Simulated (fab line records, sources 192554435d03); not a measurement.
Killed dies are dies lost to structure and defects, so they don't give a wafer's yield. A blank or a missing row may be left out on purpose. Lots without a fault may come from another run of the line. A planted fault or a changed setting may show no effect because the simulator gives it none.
fab line records | flow n5_finfet
record lots=9 wafers=24 last_day=16
route steps=1938 shown BEOL_M4@1111 BEOL_M8@1350 PASSIVATION@1936
lots that met no fault: from a run of the same line without faults
start_h: hours from the record's first day to the start of the lot's first wafer shown | wait_h: hours since the lot's step before | " the same as in the row above | L1.1+2: a row that stands for several wafers | - no value, or no start given | * or withheld: withheld | < > ~ a bound
route shown NAME@n: a module of which the file shows steps, and the number in the route of the first | usual: mean/standard deviation of fault-free wafers | same: alike in all rows | chamber/n: place in a boat | sites: the reading at each site | _std_site: their standard deviation | _edge_site: outer sites' mean less inner sites' | radius_mm: how far each site lies from the wafer's centre | mask NAME#n: copy n | behind: the tool/chamber that last shaped the wafer | hold: why the lot was held/for how many hours/how that ended | device: the transistor (n, p or np) that didn't switch | end of line: the same wafers' tests at the end of the route | a step without rows: its recipe alone | killed: dies lost to structure and defects at the first sort, not the wafer's yield | map: a wafer's dies, x killed, . not, _ none there
set.NAME: the setting as run; set.NAME@STEP: as run at that earlier step | model.NAME: the simulator's own value behind a step, which no gauge read
steps of the route over a sample of lots; a table a step, a row a wafer
services: from which hour (start_h, from the record's first day; less than 0 if before it) a tool's chamber was out of use, for how many hours, and why
## steps
# step N5_BEOL_M4_RC_MEAS_101
# usual DIBL_N=36.2/2.2 DIBL_P=36.5/3 IOFF_N=0.16/0.039 IOFF_P=0.22/0.047 ION_N=675/15 ION_P=463/10 SS_N=71.6/0.71 SS_P=73.4/0.94 VT_N=250/3.6 VT_P=-250/3.9
# columns lot.wafer tool chamber start_h wait_h DIBL_N[mV/V] DIBL_P[mV/V] IOFF_N[nA/um] IOFF_P[nA/um] ION_N[uA/um] ION_P[uA/um] SS_N[mV/dec] SS_P[mV/dec] VT_N[mV] VT_P[mV]
L103.1 prober-01 0 161.40 0.0 32.5 32.4 0.11 0.16 650 452 70.7 72.4 252 -253
L103.2 " 0 " " 36.8 37.7 0.20 0.25 690 468 71.8 74.1 241 -249
L103.5 " 0 " " 35.2 36.3 0.17 0.22 677 463 71.6 72.6 247 -248
L104.3 prober-01 0 167.53 0.3 36.4 33.6 0.14 0.17 661 450 71.7 72.8 251 -255
L104.4 " 0 " " 34.3 31.7 0.12 0.16 666 458 71.3 72.0 249 -254
L104.5 " 0 " " 34.3 31.1 0.12 0.14 654 450 71.8 72.2 251 -253
L106.3 prober-02 0 175.91 0.3 35.7 35.8 0.14 0.18 669 452 71.3 74.0 251 -253
L106.4 " 0 " " 41.1 42.1 0.26 0.29 694 470 73.5 75.4 245 -249
L106.5 " 0 " " 35.3 35.4 0.14 0.18 658 455 71.3 73.2 252 -255
L108.2 prober-01 0 189.36 0.2 38.5 39.0 0.20 0.28 687 476 72.4 73.7 247 -245
L108.3 " 0 " " 35.3 35.3 0.14 0.23 662 462 70.6 73.4 249 -245
L108.4 " 0 " " 37.7 37.4 0.18 0.25 690 473 71.3 72.9 246 -245
L107.1 prober-02 0 194.60 0.0 35.1 35.7 0.14 0.18 664 451 71.3 73.3 253 -254
L107.3 " 0 " " 35.4 37.1 0.15 0.21 678 468 71.5 73.0 250 -250
L107.4 " 0 " " 32.2 32.7 0.10 0.16 650 450 70.5 72.2 257 -253
L109.2 prober-02 0 200.96 0.2 35.2 36.0 0.16 0.22 676 464 71.9 74.0 249 -249
L109.3 " 0 " " 34.7 34.5 0.15 0.19 674 457 71.3 73.0 250 -249
L109.4 " 0 " " 38.8 40.0 0.24 0.31 690 474 73.3 75.5 243 -246
L110.1 prober-01 0 214.21 0.0 39.0 40.5 0.18 0.25 696 479 71.5 73.8 250 -249
L110.6 " 0 " " 38.5 40.0 0.18 0.24 694 477 71.4 74.2 250 -247
L117.1 prober-01 0 256.84 0.0 38.2 38.9 0.18 0.21 669 458 71.9 74.2 249 -252
L117.3 " 0 " " 37.4 38.4 0.16 0.20 692 466 71.3 72.7 251 -255
L120.3 prober-02 0 280.46 0.3 36.8 36.2 0.18 0.21 690 460 72.1 73.8 246 -250
L120.6 " 0 " " 38.3 38.6 0.21 0.24 686 462 71.9 74.4 244 -248
# step N5_BEOL_M8_ETCH_62
# recipe chemistry=N2/H2 target=SOC target_depth_a=1100 overetch_a=220 mask_material=SiARC temp_c=40 time_s=165 ion_energy_ev=200 pressure_mtorr=30 source_w=840 bias_w=150 n2_flow_sccm=200 h2_flow_sccm=200
# usual drypump_motor_current_A=5.6/0.45 oes_product_au=0.69/0.058 rf_vpp_V=523.8/2 showerhead_plenum_p_Torr=2.54/0.075 temp_c=40.00/0.11 throttle_valve_pct=17.65/0.19
# columns lot.wafer tool chamber start_h wait_h drypump_motor_current_A oes_product_au rf_hours_counter_h rf_vpp_V showerhead_plenum_p_Torr temp_c throttle_valve_pct
L103.1 rie_diel-02 0 194.22 0.0 6.3 0.76 22 522.9 2.47 39.81 17.82
L103.2 " 3 " " 6.1 0.61 202 523.2 2.49 39.95 17.88
L103.5 " 1 " " 5.4 0.68 - 521.1 2.46 40.11 17.46
L104.3 rie_diel-01 0 200.27 0.0 5.7 0.61 184 526.7 2.64 39.72 17.69
L104.4 " 2 " " 5.6 0.74 34 526.6 2.59 39.81 17.65
L104.5 " 1 " " 5.5 0.77 - 525.1 2.59 40.05 17.28
L106.3 rie_diel-02 2 209.46 0.0 6.2 0.73 36 521.8 2.49 39.89 17.35
L106.4 " 0 " " 6.2 0.76 28 523.0 2.47 39.93 17.84
L106.5 " 2 " " 6.2 0.74 - 522.2 2.49 39.84 17.34
L108.2 rie_diel-04 3 222.12 0.0 5.6 0.80 8 526.8 2.60 40.05 17.66
L108.3 " 1 " " 5.2 0.75 36 528.9 2.73 40.03 17.70
L108.4 " 2 " " 5.0 0.69 70 524.4 2.59 39.85 17.76
L107.1 rie_diel-02 0 222.36 0.0 6.2 0.74 33 522.1 2.47 40.15 17.84
L107.3 " 1 " " 5.4 0.68 93 521.8 2.46 40.04 17.47
L107.4 " 3 " " 6.1 0.59 - 523.4 2.49 40.05 17.90
L109.2 rie_diel-01 0 237.06 0.0 5.7 0.60 197 525.6 2.63 39.99 17.70
L109.3 " 2 " " 5.6 0.73 47 524.5 2.58 39.95 17.68
L109.4 " 3 " " 4.8 0.66 115 523.6 2.56 40.29 17.57
L110.1 rie_diel-02 1 247.16 0.0 5.4 0.67 99 521.9 2.46 39.99 17.51
L110.6 " 0 " " 6.2 0.73 - 521.7 2.46 40.01 17.86
L117.1 rie_diel-02 0 289.12 0.0 6.2 0.72 55 521.3 2.46 40.23 17.89
L117.3 " 3 " " 6.1 0.58 235 522.8 2.48 40.04 17.94
L120.3 rie_diel-04 2 316.78 0.0 4.9 0.67 97 525.1 2.58 40.17 17.80
L120.6 " 1 " " 5.2 0.72 - 527.5 2.71 39.89 17.75
# step N5_BEOL_M8_EXPOSE_25
# recipe mask_id=V7 na=0.33 source_shape=annular sigma_inner=0.4 sigma_outer=0.8 polarization=unpolarized target_cd_nm=40 dose_mj=42.5
# usual reticle_temp_C=23.03/0.094
# same na=0.33
# columns lot.wafer tool chamber start_h wait_h mask reticle_temp_C
L103.1 euv_scanner-02 0 195.48 - V7#0 23.15
L103.2 " 0 " " V7#0 22.98
L103.5 " 0 " " V7#0 22.93
L104.3 euv_scanner-02 0 200.90 - V7#0 23.28
L104.4 " 0 " " V7#0 22.95
L104.5 " 0 " " V7#0 22.95
L106.3 euv_scanner-02 0 210.97 - V7#0 23.02
L106.4 " 0 " " V7#0 23.07
L106.5 " 0 " " V7#0 23.08
L108.2 euv_scanner-01 0 225.37 - V7#0 23.15
L108.3 " 0 " " V7#0 23.07
L108.4 " 0 " " V7#0 23.07
L107.1 euv_scanner-02 0 225.53 - V7#0 22.95
L107.3 " 0 " " V7#0 23.11
L107.4 " 0 " " V7#0 23.00
L109.2 euv_scanner-01 0 240.42 - V7#0 23.13
L109.3 " 0 " " V7#0 22.99
L109.4 " 0 " " V7#0 22.99
L110.1 euv_scanner-01 0 249.07 - V7#0 22.98
L110.6 " 0 " " V7#0 22.92
L117.1 euv_scanner-01 0 292.53 - V7#0 23.10
L117.3 " 0 " " V7#0 22.98
L120.3 euv_scanner-01 0 318.02 - V7#0 23.10
L120.6 " 0 " " V7#0 22.91
# step N5_BEOL_M8_CD_MEAS_28
# recipe target_cd_nm=40 landing_energy_ev=500 detector=se_inlens
# usual cd_nm=39.88/0.27
# columns lot.wafer tool chamber start_h wait_h cd_nm
L103.1 cd_sem-03 0 195.61 - 39.38
L103.2 " 0 " " 40.08
L103.5 " 0 " " 39.49
L104.3 cd_sem-01 0 201.02 - 39.63
L104.4 " 0 " " 39.79
L104.5 " 0 " " 39.73
L106.3 cd_sem-01 0 211.10 - 39.71
L106.4 " 0 " " 40.00
L106.5 " 0 " " 39.79
L108.2 cd_sem-02 0 225.50 - 40.05
L108.3 " 0 " " 40.11
L108.4 " 0 " " 39.89
L107.1 cd_sem-03 0 225.66 - 39.83
L107.3 " 0 " " 39.40
L107.4 " 0 " " 40.01
L109.2 cd_sem-02 0 240.54 - 39.91
L109.3 " 0 " " 40.27
L109.4 " 0 " " 40.27
L110.1 cd_sem-02 0 249.20 - 39.63
L110.6 " 0 " " 39.86
L117.1 cd_sem-02 0 292.66 - 29.90
L117.3 " 0 " " 29.78
L120.3 cd_sem-03 0 318.14 - 28.84
L120.6 " 0 " " 40.06
# step N5_BEOL_M8_OVL_MEAS_29
# recipe points_per_wafer=522
# usual V7_OVL=0.1/0.65
# columns lot.wafer tool chamber start_h wait_h V7_OVL[nm]
L103.1 overlay-01 0 195.64 0.0 -0.6
L103.2 " 0 " " 0.6
L103.5 " 0 " " 0.2
L104.3 overlay-02 0 201.06 0.0 -0.3
L104.4 " 0 " " -0.2
L104.5 " 0 " " -0.2
L106.3 overlay-02 0 211.14 0.0 0.3
L106.4 " 0 " " 1.0
L106.5 " 0 " " -0.3
L108.2 overlay-01 0 225.53 0.0 -0.6
L108.3 " 0 " " 0.4
L108.4 " 0 " " -0.9
L107.1 overlay-02 0 225.69 0.0 1.0
L107.3 " 0 " " 0.5
L107.4 " 0 " " -1.0
L109.2 overlay-02 0 240.58 0.0 -0.1
L109.3 " 0 " " 0.1
L109.4 " 0 " " 0.1
L110.1 overlay-02 0 249.23 0.0 -0.7
L110.6 " 0 " " -1.7
L117.1 overlay-01 0 292.69 0.0 -0.3
L117.3 " 0 " " -1.1
L120.3 overlay-01 0 318.18 0.0 -1.3
L120.6 " 0 " " 0.2
# step N5_BEOL_M8_TRENCH_ETCH_37
# recipe chemistry=C4F6/O2 target_depth_a=934.78 target=SiCOH_lowk time_s=31.2 ion_energy_ev=250 pressure_mtorr=30 source_w=345 bias_w=185 Ar_flow_sccm=300 C4F6_flow_sccm=10 O2_flow_sccm=10
# usual drypump_motor_current_A=5.6/0.43 oes_o_777_au=0.80/0.081 oes_product_au=0.81/0.076 rf_vpp_V=676/24 showerhead_plenum_p_Torr=2.86/0.08 throttle_valve_pct=20.75/0.26
# columns lot.wafer tool chamber start_h wait_h drypump_motor_current_A oes_o_777_au oes_product_au rf_hours_counter_h rf_vpp_V showerhead_plenum_p_Torr throttle_valve_pct
L103.1 rie_diel-02 2 - - 6.2 0.82 0.87 31 705 2.80 20.43
L103.2 " 0 " " 6.2 0.90 0.92 23 667 2.77 20.98
L103.5 " 2 " " 6.2 0.82 0.87 - 703 2.80 20.44
L104.3 rie_diel-01 3 - - 4.8 0.77 0.78 102 638 2.87 20.52
L104.4 " 0 " " 5.7 0.72 0.72 185 702 2.95 20.83
L104.5 " 0 " " 5.7 0.72 0.72 - 700 2.95 20.83
L106.3 rie_diel-01 2 - - 5.6 0.85 0.88 38 666 2.91 20.95
L106.4 " 0 " " 5.7 0.71 0.72 188 701 2.95 20.84
L106.5 " 0 " " 5.6 0.72 0.71 - 702 2.95 20.83
L108.2 rie_diel-02 1 - - 5.4 0.80 0.80 94 667 2.74 20.36
L108.3 " 0 " " 6.2 0.88 0.89 34 665 2.76 21.01
L108.4 " 3 " " 6.1 0.66 0.69 213 671 2.84 21.27
L107.1 rie_diel-01 3 - - 4.8 0.76 0.76 112 637 2.86 20.53
L107.3 " 2 " " 5.6 0.83 0.87 44 666 2.91 20.96
L107.4 " 0 " " 5.7 0.71 0.71 194 702 2.95 20.85
L109.2 rie_diel-04 3 - - 5.6 0.98 0.96 13 644 2.95 21.02
L109.3 " 1 " " 5.2 0.93 0.86 41 658 3.03 20.74
L109.4 " 2 " " 5.0 0.78 0.82 76 685 2.88 20.65
L110.1 rie_diel-04 0 - - 5.9 0.89 0.89 23 679 2.77 20.81
L110.6 " 3 " " 5.6 0.98 0.97 - 644 2.95 21.02
L117.1 rie_diel-02 1 - - 5.4 0.77 0.76 115 667 2.73 20.37
L117.3 " 0 " " 6.2 0.84 0.86 56 665 2.75 21.04
L120.3 rie_diel-01 2 - - 5.6 0.80 0.83 78 664 2.90 20.99
L120.6 " 1 " " 5.6 0.80 0.82 - 711 2.89 20.47
# step N5_PASSIVATION_PROBE_49
# usual defect_limited_yield=91.5/1.5 killed_at_M0_to_M3=32/10 killed_at_M4_up=13/4.9 killed_at_contacts=13/6.1 killed_at_front_end=38/11 killed_at_other=3/3.2 killed_dies=101/18 killed_on_rim=13/4.4 killed_open=66/13 killed_short=32/8.3 sort_bin_4_leakage=0.00/0.018 sort_bin_5_function=5.0/1 sort_bin_6_memory=3.2/0.74 sort_n_pass=1078/22 sort_yield_pct=91.3/1.9
# same gross_dies=1180 killed_at_back_side=0 sort_bin_8_speed[%]=0
# columns lot.wafer tool chamber start_h wait_h defect_limited_yield[%] killed_at_M0_to_M3 killed_at_M4_up killed_at_contacts killed_at_front_end killed_at_other killed_dies killed_on_rim killed_open killed_short sort_bin_4_leakage[%] sort_bin_5_function[%] sort_bin_6_memory[%] sort_n_pass sort_yield_pct[%]
L104.3 prober-01 - 268.89 0.1 94.1 14 4 10 40 2 70 11 39 29 0 3.0 2.5 1110 94.1
L104.4 prober-01 - 268.94 0.2 93.0 13 17 18 30 5 83 10 50 27 0 5.3 1.6 1097 93.0
L104.5 prober-01 - 268.99 0.2 92.8 14 11 18 41 1 85 13 58 26 0 4.8 2.3 1095 92.8
L103.1 prober-02 - 269.13 0.0 89.9 36 12 29 37 5 119 8 73 42 0 6.3 3.5 1061 89.9
L103.2 prober-02 - 269.18 0.1 88.3 63 12 18 44 1 138 19 93 41 0 6.1 5.0 1042 88.3
L103.5 prober-02 - 269.33 0.2 89.8 38 7 22 48 5 120 15 78 39 0 5.3 4.2 1060 89.8
L108.2 prober-02 - 299.39 0.1 91.2 27 18 15 36 8 104 12 65 36 0 5.5 2.9 1076 91.2
L108.3 prober-02 - 299.44 0.1 87.5 29 14 36 60 8 147 17 81 58 0 6.2 5.5 1033 87.5
L108.4 prober-02 - 299.49 0.2 91.4 24 18 13 41 6 102 17 74 22 0 4.7 3.7 1078 91.4
L109.2 prober-01 - 311.52 0.1 89.9 23 10 12 66 8 119 14 73 42 0 5.9 3.5 1061 89.9
L109.3 prober-01 - 311.57 0.1 89.7 37 14 12 55 4 122 27 78 32 0 6.2 3.0 1058 89.7
L109.4 prober-01 - 311.62 0.2 91.4 29 4 11 46 12 102 16 56 33 0 4.7 3.0 1078 91.4
L110.1 prober-02 - 326.72 0.0 88.8 35 17 16 59 5 132 19 86 44 0 5.8 5.0 1048 88.8
L110.6 prober-02 - 326.97 0.3 88.1 33 16 7 65 20 141 30 87 48 0 7.5 3.8 1039 88.1
L117.1 prober-01 - 356.65 0.0 0 31 1086 22 36 5 1180 152 72 26 0 6.4 2.9 0 0
L117.3 prober-01 - 356.75 0.1 0 23 1110 13 34 0 1180 152 55 20 0 5.0 2.7 0 0
L120.3 prober-02 - 386.81 0.1 0 16 1091 13 58 2 1180 152 56 42 0 5.3 3.7 0 0
L120.6 prober-02 - 386.96 0.3 94.9 14 13 10 23 0 60 10 39 20 0 3.4 1.4 1120 94.9
# killed by level:class
L104.3 FIN_SAQP:geometric_particle:short=13 FIN_SAQP:geometric_particle:open=7 STI_FIN_REVEAL:geometric_particle:open=7 MOL_CONTACT_COAG:geometric_particle:short=5 MOL_CONTACT_COAG:geometric_particle:open=5 BEOL_M0_SAQP:geometric_particle:open=4 BEOL_M3:geometric_particle:open=3 STARTING-WAFER:geometric_particle:short=3
L104.4 MOL_CONTACT_COAG:geometric_particle:open=14 FIN_SAQP:geometric_particle:open=7 BEOL_M4:geometric_particle:open=6 FIN_SAQP:geometric_particle:short=5 STI_FIN_REVEAL:geometric_particle:open=5 MOL_CONTACT_COAG:geometric_particle:short=4 BEOL_M3:geometric_particle:open=4 PASS1_CAP:geometric_particle:short=3
L104.5 FIN_SAQP:geometric_particle:open=15 MOL_CONTACT_COAG:geometric_particle:open=14 FIN_SAQP:geometric_particle:short=8 STI_FIN_REVEAL:geometric_particle:open=5 MOL_CONTACT_COAG:geometric_particle:short=4 BEOL_M0_SAQP:geometric_particle:open=4 STI_FIN_REVEAL:geometric_particle:short=3 BEOL_M3:geometric_particle:open=3
L103.1 MOL_CONTACT_COAG:geometric_particle:open=22 BEOL_M0_SAQP:geometric_particle:open=13 BEOL_M0_SAQP:geometric_particle:short=10 DUMMY_GATE:geometric_particle:open=7 MOL_CONTACT_COAG:geometric_particle:short=7 FIN_SAQP:geometric_particle:short=6 BEOL_M4:geometric_particle:open=6 ILD0:geometric_particle:open=4
L103.2 MOL_CONTACT_COAG:geometric_particle:open=16 BEOL_M0_SAQP:geometric_particle:short=10 BEOL_M3:geometric_particle:open=10 FIN_SAQP:geometric_particle:short=8 STI_FIN_REVEAL:geometric_particle:open=8 BEOL_M1:geometric_particle:open=8 BEOL_M0_SAQP:geometric_particle:open=8 FIN_SAQP:geometric_particle:open=7
L103.5 MOL_CONTACT_COAG:geometric_particle:open=17 BEOL_M1:geometric_particle:open=11 STI_FIN_REVEAL:geometric_particle:open=10 FIN_SAQP:geometric_particle:open=9 GATE_CUT:geometric_particle:short=7 BEOL_M0_SAQP:geometric_particle:short=7 DUMMY_GATE:geometric_particle:open=5 BEOL_M0_SAQP:geometric_particle:open=5
L108.2 MOL_CONTACT_COAG:geometric_particle:open=12 BEOL_M0_SAQP:geometric_particle:open=11 FIN_SAQP:geometric_particle:short=10 BEOL_M0_SAQP:geometric_particle:short=8 BEOL_M4:geometric_particle:open=8 FIN_SAQP:geometric_particle:open=7 STI_FIN_REVEAL:geometric_particle:open=7 BEOL_M5:geometric_particle:open=5
L108.3 MOL_CONTACT_COAG:geometric_particle:open=27 FIN_SAQP:geometric_particle:short=16 FIN_SAQP:geometric_particle:open=14 MOL_CONTACT_COAG:geometric_particle:short=7 BEOL_M0_SAQP:geometric_particle:short=7 BEOL_M0_SAQP:geometric_particle:open=7 DUMMY_GATE:geometric_particle:open=5 BEOL_M1:geometric_particle:open=5
L108.4 MOL_CONTACT_COAG:geometric_particle:open=12 FIN_SAQP:geometric_particle:open=10 FIN_SAQP:geometric_particle:short=8 DUMMY_GATE:geometric_particle:open=7 BEOL_M2:geometric_particle:open=7 STI_FIN_REVEAL:geometric_particle:open=6 BEOL_M1:geometric_particle:open=4 BEOL_M4:geometric_particle:open=4
L109.2 FIN_SAQP:geometric_particle:open=22 FIN_SAQP:geometric_particle:short=12 STI_FIN_REVEAL:geometric_particle:open=10 GATE_CUT:geometric_particle:short=8 MOL_CONTACT_COAG:geometric_particle:open=8 BEOL_M2:geometric_particle:open=8 BEOL_M1:geometric_particle:open=6 GATE_CUT:geometric_particle:open=4
L109.3 FIN_SAQP:geometric_particle:open=24 BEOL_M0_SAQP:geometric_particle:open=9 HKMG_FIN:area_etch=8 FIN_SAQP:geometric_particle:short=7 MOL_CONTACT_COAG:geometric_particle:open=7 BEOL_M0_SAQP:geometric_particle:short=7 BEOL_M2:geometric_particle:open=7 MOL_CONTACT_COAG:geometric_particle:short=5
L109.4 STI_FIN_REVEAL:geometric_particle:open=10 MOL_CONTACT_COAG:geometric_particle:open=9 BEOL_M0_SAQP:geometric_particle:short=8 HKMG_FIN:area_etch=8 FIN_SAQP:geometric_particle:open=7 FIN_SAQP:geometric_particle:short=7 PAD_METAL:geometric_particle:open=6 DUMMY_GATE:geometric_particle:open=4
L110.1 STI_FIN_REVEAL:geometric_particle:open=25 MOL_CONTACT_COAG:geometric_particle:open=12 BEOL_M0_SAQP:geometric_particle:short=10 BEOL_M0_SAQP:geometric_particle:open=7 BEOL_M1:geometric_particle:open=7 FIN_SAQP:geometric_particle:open=6 FIN_SAQP:geometric_particle:short=6 STI_FIN_REVEAL:geometric_particle:short=5
L110.6 STI_FIN_REVEAL:geometric_particle:open=32 STI_FIN_REVEAL:geometric_particle:short=10 FIN_SAQP:geometric_particle:short=9 BEOL_M0_SAQP:geometric_particle:open=6 BEOL_M3:geometric_particle:open=6 MIM_TOP_ETCH:geometric_particle:open=6 MOL_CONTACT_COAG:geometric_particle:open=6 BEOL_M4:geometric_particle:open=6
L117.1 BEOL_M8:area_expose=1073 MOL_CONTACT_COAG:geometric_particle:open=19 BEOL_M3:geometric_particle:open=14 FIN_SAQP:geometric_particle:short=11 STI_FIN_REVEAL:geometric_particle:open=7 FIN_SAQP:geometric_particle:open=5 HKMG_FIN:area_etch=5 BEOL_M0_SAQP:geometric_particle:open=4
L117.3 BEOL_M8:area_expose=1103 STI_FIN_REVEAL:geometric_particle:open=10 MOL_CONTACT_COAG:geometric_particle:open=9 BEOL_M0_SAQP:geometric_particle:short=8 BEOL_M0_SAQP:geometric_particle:open=5 FIN_SAQP:geometric_particle:open=4 SPACER0:geometric_particle:open=4 BEOL_M0:geometric_particle:open=4
L120.3 BEOL_M8:area_expose=1079 FIN_SAQP:geometric_particle:open=13 FIN_SAQP:geometric_particle:short=10 BEOL_M4:geometric_particle:open=8 MOL_CONTACT_COAG:geometric_particle:open=7 DUMMY_GATE:geometric_particle:short=5 MOL_CONTACT_COAG:geometric_particle:short=5 STI_FIN_REVEAL:geometric_particle:open=4
L120.6 MOL_CONTACT_COAG:geometric_particle:short=5 MOL_CONTACT_COAG:geometric_particle:open=5 BEOL_M4:geometric_particle:open=5 DUMMY_GATE:geometric_particle:open=4 BEOL_M0_SAQP:geometric_particle:open=4 BEOL_M1:geometric_particle:open=4 STARTING-WAFER:geometric_particle:short=3 STI_FIN_REVEAL:geometric_particle:open=3
## services
# columns tool chamber start_h hours kind
rie_diel-04 1 173.76 7.8 repair
euv_scanner-01 - 180.84 12.0 pm
rie_diel-04 3 182.36 - clean
rie_diel-04 3 182.36 - consumable_replace:focus_ring
rie_diel-04 3 182.36 21.1 scheduled_down
rie_diel-04 3 182.36 21.1 vent_cycle
euv_scanner-02 - 193.38 1.8 repair
euv_scanner-02 - 211.70 1.0 pm
euv_scanner-01 - 215.41 1.0 pm
rie_diel-02 2 220.06 5.1 repair
euv_scanner-01 - 222.86 1.2 repair
rie_diel-02 - 236.00 4.0 repair
euv_scanner-01 - 253.09 5.8 pm
rie_diel-04 - 260.98 14.6 pm
euv_scanner-01 0 264.75 - calibration
euv_scanner-02 - 267.85 1.0 pm
euv_scanner-01 - 271.56 1.0 pm
rie_diel-04 3 277.80 22.7 repair
rie_diel-04 - 278.13 2.0 repair
euv_scanner-02 - 281.74 4.6 pm
euv_scanner-02 0 289.93 - calibration
euv_scanner-01 - 303.53 0.3 repair
## key
first_sign step=N5_BEOL_M8_CD_MEAS_28 reading=cd_nm direction=down sigmas=39 usual=39.88 struck=29.50
effect step=N5_PASSIVATION_PROBE_49 reading=killed_at_M4_up direction=up sigmas=99+ usual=13 struck=1096
more_kills_born_at N5_BEOL_M8_EXPOSE_25@euv_scanner-01=3255
met_at N5_BEOL_M8_EXPOSE_25
struck_lots L117,L120
struck_wafers L117.1,L117.3,L120.3
later_rows_left_out L117.1,L117.3,L120.3
not_acting_at N5_BEOL_M8_ETCH_62,N5_BEOL_M8_OVL_MEAS_29,N5_BEOL_M8_TRENCH_ETCH_37
onset_between 249.07 292.53
fault kind=process_parameter_drift tool=euv_scanner-01 chamber=- onset_h=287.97 steps=N5_BEOL_M8_EXPOSE_25 channel=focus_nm offset=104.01 shape=step end_h=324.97 scope=struck_wafers_only
# later_rows_left_out: the simulator's readings of these wafers behind a module that went badly wrong aren't trusted and aren't shown, but for the sort
